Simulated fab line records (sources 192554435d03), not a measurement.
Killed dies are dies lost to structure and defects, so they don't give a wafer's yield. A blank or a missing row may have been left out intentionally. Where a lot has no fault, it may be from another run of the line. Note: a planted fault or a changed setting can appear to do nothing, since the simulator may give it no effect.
Chamber matching || flow n5_finfet || N5_BEOL_M11_CURE_71 on uv_cure-03 has 3 sister chambers
The step cures SiCOH lowk, time 240 s. 3 wafers are shown with their chamber, then 9 later ones without.

== WAFERS PAIRED WITH THEIR CHAMBERS ==
{"wafer": "L074.6", "chamber": 2, "wafer_temp_C_max": 386.9}
{"wafer": "L075.5", "chamber": 0, "wafer_temp_C_max": 388.2}
{"wafer": "L093.6", "chamber": 1, "wafer_temp_C_max": 386.0}

== WAFERS MISSING THEIR CHAMBER ==
{"wafer": "L096.2", "wafer_temp_C_max": 386.1}
{"wafer": "L096.5", "wafer_temp_C_max": 386.5}
{"wafer": "L096.6", "wafer_temp_C_max": 386.8}
{"wafer": "L097.1", "wafer_temp_C_max": 387.3}
{"wafer": "L097.3", "wafer_temp_C_max": 387.7}
{"wafer": "L097.6", "wafer_temp_C_max": 388.4}
{"wafer": "L095.2", "wafer_temp_C_max": 386.8}
{"wafer": "L095.3", "wafer_temp_C_max": 387.0}
{"wafer": "L095.6", "wafer_temp_C_max": 386.7}

== WHICH CHAMBER EACH ONE RAN IN ==
{"wafer": "L096.2", "from the rows above": 1, "in truth": 1}
{"wafer": "L096.5", "from the rows above": "can't be placed: 2 or 1", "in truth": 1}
{"wafer": "L096.6", "from the rows above": 2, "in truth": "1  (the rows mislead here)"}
{"wafer": "L097.1", "from the rows above": "can't be placed: 2 or 0", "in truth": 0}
{"wafer": "L097.3", "from the rows above": "can't be placed: 0 or 2", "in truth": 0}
{"wafer": "L097.6", "from the rows above": 0, "in truth": 0}
{"wafer": "L095.2", "from the rows above": 2, "in truth": 2}
{"wafer": "L095.3", "from the rows above": 2, "in truth": 2}
{"wafer": "L095.6", "from the rows above": "can't be placed: 2 or 1", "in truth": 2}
Correctly placed: 4 of 9. Can't be placed from these rows: 4 (the true chamber is among the candidates in 4). Number placed wrongly: 1.
How it was worked out, from the rows above alone: a wafer's distance from a chamber is the root of the sum, over the readings, of the square of ((its reading less the chamber's mean) divided by the reading's scatter). The wafer belongs to the nearest chamber; if the next one is less than 2 further off, it can't be placed. A chamber's mean is the mean of its shown wafers. The scatter (one wafer shown for each chamber): square how far every hidden wafer sits from the nearest shown wafer, average those squares and take the square root.
